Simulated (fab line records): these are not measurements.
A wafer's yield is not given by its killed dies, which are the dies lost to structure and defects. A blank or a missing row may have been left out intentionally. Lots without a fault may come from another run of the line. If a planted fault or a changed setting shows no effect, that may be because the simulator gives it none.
Chamber matching    flow n5-finfet    N5_BEOL_M0_STRIP_140 on rie-diel-06: 4 sister chambers
The step strips in CF4. 4 wafers are shown with their chamber, then 8 later ones without.

## EACH WAFER AND ITS CHAMBER
wafer   chamber  drypump-motor-current-A (A)
L085.1  1        5.4
L085.2  0        5.0
L089.6  2        5.7
L091.1  3        6.4

## WAFERS MISSING THEIR CHAMBER
wafer   drypump-motor-current-A (A)
L091.2  5.6
L091.6  5.1
L092.1  5.6
L092.2  5.4
L092.4  6.4
L097.1  5.6
L097.2  5.4
L097.5  5.6

## WHICH CHAMBER EACH ONE RAN IN
wafer   from the rows above      in truth
L091.2  can't be placed: 2 or 1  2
L091.6  0                        0
L092.1  can't be placed: 2 or 1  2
L092.2  1                        1
L092.4  3                        3
L097.1  can't be placed: 2 or 1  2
L097.2  1                        1
L097.5  can't be placed: 2 or 1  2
Placed correctly: 4 of 8. These rows do not allow placing 4 (true chamber among the candidates in 4). Placed wrongly: 0.
How it was worked out, from the rows above alone: a wafer's distance from a chamber is the root of the sum, over the readings, of the square of ((its reading less the chamber's mean) divided by the reading's scatter). If the next closest chamber is less than 2 further off than the closest, the wafer can't be placed; otherwise it belongs to the closest. Each chamber's mean is taken over the wafers shown for it. The scatter (one wafer shown for each chamber): square how far every hidden wafer sits from the nearest shown wafer, average those squares and take the square root.
